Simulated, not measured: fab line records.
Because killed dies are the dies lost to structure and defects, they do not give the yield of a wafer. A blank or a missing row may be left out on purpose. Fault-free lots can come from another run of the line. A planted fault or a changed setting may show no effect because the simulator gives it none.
Chamber matching	flow n5-finfet	N5_BEOL_M5_PRE_CLEAN_77 on cvd-co-01 has 3 sister chambers
The step time 15 s. 6 wafers are shown with their chamber, then 8 later ones without.

== WAFERS PAIRED WITH THEIR CHAMBERS ==
wafer	chamber	heater-power-w (W)	rf-fwd-power-W (W)
L961.5	1	92	295.8
L964.5	0	63	297.8
L973.1	2	98	297.7
L973.5	2	96	298.2
L973.6	1	91	295.6
L979.4	0	66	297.2

== WAFERS WHOSE CHAMBER IS MISSING ==
wafer	heater-power-w (W)	rf-fwd-power-W (W)
L979.5	99	297.6
L979.6	92	296.4
L978.1	99	298.4
L978.2	65	298.3
L978.4	66	298.2
L980.1	64	298.8
L980.2	97	297.7
L980.6	94	296.2

== WHICH CHAMBER EACH ONE RAN IN ==
wafer	from the rows above	in truth
L979.5	2	2
L979.6	1	1
L978.1	2	2
L978.2	0	0
L978.4	0	0
L980.1	0	0
L980.2	2	2
L980.6	1	1
8 of 8 placed correctly. Number that these rows cannot place: 0. Placed wrongly: 0.
How it was worked out, from the rows above alone: a wafer's distance from a chamber is the root of the sum, over the readings, of the square of ((its reading less the chamber's mean) divided by the reading's scatter). If the next closest chamber is less than 2 further off than the closest, the wafer can't be placed; otherwise it belongs to the closest. Each chamber's mean is taken over the wafers shown for it. How the scatter is found: for the shown wafers, subtract from each reading the mean of its chamber, square and add these, divide the total by (wafers less chambers), then take the root.
